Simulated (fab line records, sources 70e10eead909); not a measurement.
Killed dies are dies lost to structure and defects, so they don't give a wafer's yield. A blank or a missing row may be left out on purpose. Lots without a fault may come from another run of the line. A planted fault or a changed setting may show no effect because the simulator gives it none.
fab line records | flow nand_harc
record lots=13 wafers=39 last_day=25
route steps=1159 shown P_START@1 P_ZERO_WELL@17
lots that met no fault: from a run of the same line without faults
start_h: hours from the record's first day to the start of the lot's first wafer shown | wait_h: hours since the lot's step before | " the same as in the row above | L1.1+2: a row that stands for several wafers | - no value, or no start given | * or withheld: withheld | < > ~ a bound
route shown NAME@n: a module of which the file shows steps, and the number in the route of the first | usual: mean/standard deviation of fault-free wafers | same: alike in all rows | chamber/n: place in a boat | sites: the reading at each site | _std_site: their standard deviation | _edge_site: outer sites' mean less inner sites' | radius_mm: how far each site lies from the wafer's centre | mask NAME#n: copy n | behind: the tool/chamber that last shaped the wafer | hold: why the lot was held/for how many hours/how that ended | device: the transistor (n, p or np) that didn't switch | end of line: the same wafers' tests at the end of the route | a step without rows: its recipe alone | killed: dies lost to structure and defects at the first sort, not the wafer's yield | map: a wafer's dies, x killed, . not, _ none there
set.NAME: the setting as run; set.NAME@STEP: as run at that earlier step | model.NAME: the simulator's own value behind a step, which no gauge read
steps of the route over a sample of lots; a table a step, a row a wafer
services: from which hour (start_h, from the record's first day; less than 0 if before it) a tool's chamber was out of use, for how many hours, and why
## steps
# step NHARC_P_START_INSPECT_01
# usual raw_defect_count=3.8/2.4
# columns lot.wafer tool chamber start_h wait_h raw_defect_count
L647.1 defect_inspect-02 - 12.04 - 1
L647.2 " - " " 2
L647.5 " - " " 2
L650.2 defect_inspect-02 - 30.04 - 4
L650.3 " - " " 1
L650.5 " - " " 7
L651.2 defect_inspect-01 - 36.04 - 6
L651.3 " - " " 8
L651.5 " - " " 16
L652.3 defect_inspect-01 - 42.04 - 4
L652.4 " - " " 3
L652.5 " - " " 6
L653.1 defect_inspect-02 - 48.04 - 3
L653.4 " - " " 6
L653.6 " - " " 6
L654.1 defect_inspect-02 - 54.03 - 6
L654.5 " - " " 3
L654.6 " - " " 5
L655.2 defect_inspect-01 - 60.04 - 2
L655.4 " - " " 4
L655.6 " - " " 3
L657.1 defect_inspect-02 - 72.03 - 3
L657.2 " - " " 3
L657.3 " - " " 2
L659.3 defect_inspect-01 - 84.04 - 5
L659.4 " - " " 3
L659.6 " - " " 2
L660.4 defect_inspect-01 - 90.04 - 3
L660.5 " - " " 5
L660.6 " - " " 4
L661.1 defect_inspect-01 - 96.04 - 5
L661.3 " - " " 2
L661.5 " - " " 3
L669.3 defect_inspect-01 - 144.04 - 3
L669.4 " - " " 3
L669.6 " - " " 2
L670.3 defect_inspect-02 - 150.04 - 4
L670.5 " - " " 4
L670.6 " - " " 5
# step NHARC_P_ZERO_WELL_ETCH_65
# recipe target_depth_a=800 overetch_a=240 time_s=87.88 ion_energy_ev=200 n2_flow_sccm=150 h2_flow_sccm=150 ar_flow_sccm=0 rf_w=400 bias_w=150 chemistry=N2/H2
# usual drypump_motor_current_A=5.6/0.56 n2_flow_sccm=150.0/0.43 oes_product_au=1.003/0.011 rf_vpp_V=430.7/2.7 showerhead_plenum_p_Torr=2.05/0.09 throttle_valve_pct=14.171/0.0084
# columns lot.wafer tool chamber start_h wait_h drypump_motor_current_A n2_flow_sccm oes_product_au rf_hours_counter_h rf_vpp_V showerhead_plenum_p_Torr throttle_valve_pct
L647.2 rie_diel-07 0 13.51 0.1 5.1 149.0 1.002 9 433.3 2.14 14.173
L647.1 " 1 " " 5.4 149.9 1.024 8 432.8 2.08 14.175
L647.5 " 0 " " 5.1 150.0 1.008 - 431.9 2.14 14.171
L650.2 rie_diel-07 1 31.58 0.1 5.4 149.9 1.012 9 430.4 2.08 14.171
L650.3 " 2 " " 5.4 151.1 1.000 9 431.9 2.10 14.169
L650.5 " 2 " " 5.4 151.2 1.005 - 432.5 2.10 14.185
L651.3 rie_diel-03 0 37.37 0.1 5.3 150.2 1.005 13 429.8 2.04 14.158
L651.2 " 1 " " 5.0 149.8 0.991 12 432.1 2.07 14.166
L651.5 " 2 " " 6.6 149.8 0.995 - 426.7 1.91 14.180
L652.3 rie_diel-07 1 43.57 0.1 5.4 150.9 1.011 10 431.3 2.08 14.181
L652.5 " 3 " " 5.2 149.9 0.997 - 427.1 1.94 14.176
L652.4 " 1 " " 5.4 150.2 1.016 - 430.9 2.08 14.158
L653.1 rie_diel-01 1 49.56 0.1 6.5 150.0 1.013 5 431.1 2.07 14.176
L653.4 " 2 " " 5.2 150.9 1.000 6 427.3 1.90 14.165
L653.6 " 0 " " 5.8 149.4 0.998 - 429.4 1.98 14.157
L654.1 rie_diel-01 2 55.52 0.1 5.2 149.5 1.005 6 425.7 1.90 14.152
L654.6 " 0 " " 5.9 150.3 0.992 - 430.5 1.98 14.160
L654.5 " 2 " " 5.1 150.0 1.009 - 427.1 1.90 14.166
L655.2 rie_diel-07 1 61.50 0.1 5.4 149.6 1.002 0 430.9 2.08 14.161
L655.4 " 2 " " 5.4 149.4 0.991 0 433.3 2.10 14.161
L655.6 " 0 " " 5.1 149.8 1.013 - 432.4 2.14 14.184
L657.2 rie_diel-07 1 73.53 0.1 5.4 149.9 1.011 1 430.8 2.08 14.172
L657.1 " 3 " " 5.2 149.8 1.005 1 428.2 1.94 14.165
L657.3 " 0 " " 5.0 149.9 1.021 1 433.3 2.14 14.178
L659.4 rie_diel-07 0 85.48 0.1 5.1 149.9 1.030 2 433.6 2.14 14.162
L659.3 " 1 " " 5.4 149.6 1.012 2 432.5 2.08 14.181
L659.6 " 1 " " 5.4 150.1 1.012 - 431.8 2.08 14.166
L660.4 rie_diel-07 3 91.49 0.1 5.2 150.2 0.996 2 427.3 1.94 14.173
L660.5 " 2 " " 5.4 149.1 0.998 - 432.1 2.10 14.167
L660.6 " 3 " " 5.2 149.8 1.008 - 428.9 1.94 14.172
L661.3 rie_diel-03 3 97.48 0.1 6.3 149.9 0.989 4 435.5 2.17 14.162
L661.1 " 0 " " 5.3 149.9 0.999 4 430.1 2.04 14.168
L661.5 " 0 " " 5.3 150.1 0.993 - 431.3 2.04 14.163
L669.3 rie_diel-07 2 145.48 0.1 5.4 148.9 0.993 6 432.1 2.10 14.171
L669.4 " 0 " " 5.1 149.2 1.013 6 433.0 2.14 14.167
L669.6 " 2 " " 5.4 150.2 0.998 - 431.4 2.10 14.173
L670.3 rie_diel-03 0 151.51 0.1 5.3 149.5 1.012 8 431.5 2.04 14.163
L670.6 " 1 " " 4.9 149.4 0.987 - 430.4 2.07 14.172
L670.5 " 2 " " 6.6 150.3 0.997 - 426.9 1.90 14.179
# step NHARC_P_ZERO_WELL_CD_MEAS_24
# recipe target_cd_nm=720 landing_energy_ev=500
# usual cd_nm=720.8/1.9
# columns lot.wafer tool chamber start_h wait_h cd_nm
L647.1 cd_sem-02 0 14.49 - 724.4
L647.2 " 0 " " 721.3
L647.5 " 0 " " 721.5
L650.2 cd_sem-02 0 32.56 - 717.8
L650.3 " 0 " " 717.8
L650.5 " 0 " " 717.7
L651.2 cd_sem-01 0 38.47 - 719.0
L651.3 " 0 " " 719.6
L651.5 " 0 " " 722.3
L652.3 cd_sem-02 0 44.56 - 716.3
L652.4 " 0 " " 717.9
L652.5 " 0 " " 718.2
L653.1 cd_sem-01 0 50.71 - 722.3
L653.4 " 0 " " 721.2
L653.6 " 0 " " 719.5
L654.1 cd_sem-01 0 56.50 - 719.7
L654.5 " 0 " " 720.9
L654.6 " 0 " " 724.7
L655.2 cd_sem-01 0 62.61 - 722.1
L655.4 " 0 " " 719.9
L655.6 " 0 " " 717.8
L657.1 cd_sem-02 0 74.63 - 722.1
L657.2 " 0 " " 722.2
L657.3 " 0 " " 722.6
L659.3 cd_sem-03 0 86.60 - 722.7
L659.4 " 0 " " 723.8
L659.6 " 0 " " 722.8
L660.4 cd_sem-02 0 92.46 - 720.7
L660.5 " 0 " " 719.3
L660.6 " 0 " " 720.5
L661.1 cd_sem-01 0 98.58 - 723.2
L661.3 " 0 " " 720.0
L661.5 " 0 " " 719.6
L669.3 cd_sem-01 0 146.60 - 722.1
L669.4 " 0 " " 721.9
L669.6 " 0 " " 719.3
L670.3 cd_sem-01 0 152.60 - 721.0
L670.5 " 0 " " 722.4
L670.6 " 0 " " 720.6
# step NHARC_P_ZERO_WELL_EXPOSE_34
# recipe na=0.6 target_cd_nm=720 dose_mj=22.31 mask_id=P_PWELL
# usual focus_offset_nm=0.1/0.54
# columns lot.wafer tool chamber start_h wait_h mask focus_offset_nm
L647.1 krf_scanner-02 0 15.99 - P_PWELL#0 -0.7
L647.2 " 0 " " P_PWELL#0 -0.1
L647.5 " 0 " " P_PWELL#0 -0.6
L650.2 krf_scanner-02 0 34.06 - P_PWELL#0 0.2
L650.3 " 0 " " P_PWELL#0 0.0
L650.5 " 0 " " P_PWELL#0 -0.4
L651.2 krf_scanner-01 0 39.99 - P_PWELL#0 -0.1
L651.3 " 0 " " P_PWELL#0 -0.7
L651.5 " 0 " " P_PWELL#0 -0.5
L652.3 krf_scanner-02 0 46.06 - P_PWELL#0 0.2
L652.4 " 0 " " P_PWELL#0 1.1
L652.5 " 0 " " P_PWELL#0 0.3
L653.1 krf_scanner-02 0 52.71 - P_PWELL#0 0.9
L653.4 " 0 " " P_PWELL#0 0.2
L653.6 " 0 " " P_PWELL#0 0.9
L654.1 krf_scanner-02 0 57.85 - P_PWELL#0 -0.2
L654.5 " 0 " " P_PWELL#0 -0.3
L654.6 " 0 " " P_PWELL#0 -0.7
L655.2 krf_scanner-03 0 64.12 - P_PWELL#0 -0.7
L655.4 " 0 " " P_PWELL#0 -0.3
L655.6 " 0 " " P_PWELL#0 0.0
L657.1 krf_scanner-01 0 76.12 - P_PWELL#0 0.0
L657.2 " 0 " " P_PWELL#0 -0.4
L657.3 " 0 " " P_PWELL#0 -0.3
L659.3 krf_scanner-02 0 88.08 - P_NWELL#0 0.4
L659.4 " 0 " " P_NWELL#0 0.1
L659.6 " 0 " " P_NWELL#0 0.4
L660.4 krf_scanner-03 0 93.98 - P_PWELL#0 0.2
L660.5 " 0 " " P_PWELL#0 -0.1
L660.6 " 0 " " P_PWELL#0 -0.1
L661.1 krf_scanner-01 0 100.09 - P_PWELL#0 0.5
L661.3 " 0 " " P_PWELL#0 1.0
L661.5 " 0 " " P_PWELL#0 0.2
L669.3 krf_scanner-02 0 147.97 - P_PWELL#0 -0.4
L669.4 " 0 " " P_PWELL#0 0.1
L669.6 " 0 " " P_PWELL#0 1.4
L670.3 krf_scanner-03 0 154.12 - P_PWELL#0 0.5
L670.5 " 0 " " P_PWELL#0 1.1
L670.6 " 0 " " P_PWELL#0 0.5
# step NHARC_P_ZERO_WELL_CD_MEAS_37
# recipe target_cd_nm=720 landing_energy_ev=500
# usual cd_nm=720.0/1.7
# columns lot.wafer tool chamber start_h wait_h cd_nm
L647.1 cd_sem-01 0 16.14 - 718.0
L647.2 " 0 " " 718.5
L647.5 " 0 " " 718.4
L650.2 cd_sem-03 0 34.22 - 719.0
L650.3 " 0 " " 718.3
L650.5 " 0 " " 718.6
L651.2 cd_sem-02 0 40.14 - 722.8
L651.3 " 0 " " 721.7
L651.5 " 0 " " 720.3
L652.3 cd_sem-03 0 46.21 - 718.3
L652.4 " 0 " " 717.5
L652.5 " 0 " " 718.9
L653.1 cd_sem-01 0 52.87 - 718.5
L653.4 " 0 " " 717.3
L653.6 " 0 " " 716.6
L654.1 cd_sem-03 0 58.01 - 718.5
L654.5 " 0 " " 720.7
L654.6 " 0 " " 721.2
L655.2 cd_sem-03 0 64.27 - 721.0
L655.4 " 0 " " 720.8
L655.6 " 0 " " 719.7
L657.1 cd_sem-02 0 76.27 - 721.8
L657.2 " 0 " " 721.8
L657.3 " 0 " " 722.4
L659.3 cd_sem-01 0 88.24 - -
L659.4 " 0 " " -
L659.6 " 0 " " -
L660.4 cd_sem-02 0 94.13 - 717.5
L660.5 " 0 " " 721.2
L660.6 " 0 " " 720.0
L661.1 cd_sem-02 0 100.25 - 719.3
L661.3 " 0 " " 718.5
L661.5 " 0 " " 719.6
L669.3 cd_sem-02 0 148.12 - 719.4
L669.4 " 0 " " 722.3
L669.6 " 0 " " 719.6
L670.3 cd_sem-01 0 154.27 - 721.0
L670.5 " 0 " " 722.7
L670.6 " 0 " " 720.7
## services
# columns tool chamber start_h hours kind
rie_diel-03 3 -5.11 14.9 repair
krf_scanner-03 - -4.00 4.0 pm
rie_diel-01 1 -3.50 6.5 repair
rie_diel-07 0 5.70 - clean
rie_diel-07 1 5.70 - clean
rie_diel-07 2 5.70 - clean
rie_diel-07 3 5.70 - clean
rie_diel-07 2 10.92 7.8 repair
rie_diel-01 0 19.28 3.9 repair
rie_diel-07 0 24.71 21.0 repair
krf_scanner-01 - 27.03 2.8 repair
rie_diel-07 1 30.24 - clean
rie_diel-07 2 30.24 - clean
rie_diel-07 3 30.24 - clean
rie_diel-07 1 37.60 2.2 repair
krf_scanner-02 - 38.00 4.0 pm
rie_diel-03 - 38.39 9.0 pm
rie_diel-07 3 49.39 1.6 repair
rie_diel-07 - 51.20 9.0 pm
rie_diel-01 1 53.12 51.3 repair
rie_diel-03 2 70.10 4.1 repair
krf_scanner-01 - 84.00 4.0 pm
rie_diel-03 3 90.83 2.5 repair
rie_diel-01 - 138.14 9.0 pm
## key
first_sign step=NHARC_P_ZERO_WELL_EXPOSE_34 reading=mask direction=changed
effect step=NHARC_P_ZERO_WELL_CD_MEAS_37 reading=cd_nm direction=missing
met_at NHARC_P_ZERO_WELL_EXPOSE_34
struck_lots L659
later_rows_left_out L659.3,L659.4,L659.6
sort_left_out L659.3,L659.4,L659.6
tester_left_out L659
not_acting_at NHARC_P_START_INSPECT_01,NHARC_P_ZERO_WELL_ETCH_65,NHARC_P_ZERO_WELL_CD_MEAS_24
onset_between 57.85 88.08
fault kind=wrong_mask tool=any chamber=- onset_h=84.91 steps=NHARC_P_ZERO_WELL_EXPOSE_34 aux_copy=P_NWELL#0 scope=struck_lots_only
# tester_left_out: of these lots the tester's yield and bins aren't shown, on N5 and GAA mostly nor the transistor test; their killed dies are dies lost to structure and defects alone, not to doping, threshold or leakage, so they don't give the yield
# sort_left_out: the simulated sort isn't trusted on such a fault, so these wafers' sort isn't shown, and their yield isn't known
# later_rows_left_out: the simulator's readings of these wafers behind a module that went badly wrong aren't trusted and aren't shown, but for the sort
